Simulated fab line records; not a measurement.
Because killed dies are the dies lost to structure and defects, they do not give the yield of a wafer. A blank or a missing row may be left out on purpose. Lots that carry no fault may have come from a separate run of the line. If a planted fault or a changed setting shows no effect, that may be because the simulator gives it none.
Matching of chambers -- flow n5Finfet -- N5_BEOL_M0_SAQP_MANDREL_ETCH_103 on rieSi-02 has 3 sister chambers
The step etches a-Si in HBr/Cl2, stops on SiCN, target depth 45 nm, bt time 10 s, time 27 s. 6 wafers are shown with their chamber, then 6 later ones without.

== WAFERS, EACH WITH ITS CHAMBER ==
wafer,chamber,oesProductAu (a.u.)
L080.1,2,0.671
L081.1,0,0.663
L081.2,1,0.691
L081.5,0,0.669
L083.2,1,0.686
L083.4,2,0.698

== WAFERS WHOSE CHAMBER IS MISSING ==
wafer,oesProductAu (a.u.)
L083.6,0.693
L091.1,0.685
L091.5,0.689
L091.6,0.690
L092.1,0.645
L092.4,0.692

== THE CHAMBER EACH PASSED THROUGH ==
wafer,from the rows above,in truth
L083.6,can't be placed: 1 or 2 or 0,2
L091.1,can't be placed: 2 or 1 or 0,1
L091.5,can't be placed: 1 or 2 or 0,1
L091.6,can't be placed: 1 or 2 or 0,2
L092.1,can't be placed: 0 or 2 or 1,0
L092.4,can't be placed: 1 or 2 or 0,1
Correctly placed: 0 of 6. Unplaceable from these rows: 6, with the true chamber sitting among the candidates in 6. Wrongly placed: 0.
How it was worked out, from the rows above alone: a wafer's distance from a chamber is the root of the sum, over the readings, of the square of ((its reading less the chamber's mean) divided by the reading's scatter). The wafer belongs to the nearest chamber; if the next one is less than 2 further off, it can't be placed. The mean given for a chamber averages the wafers shown for that chamber. The scatter: take each reading less its chamber's mean, square it, sum over the shown wafers, divide by the number of wafers less the number of chambers, and take the root.
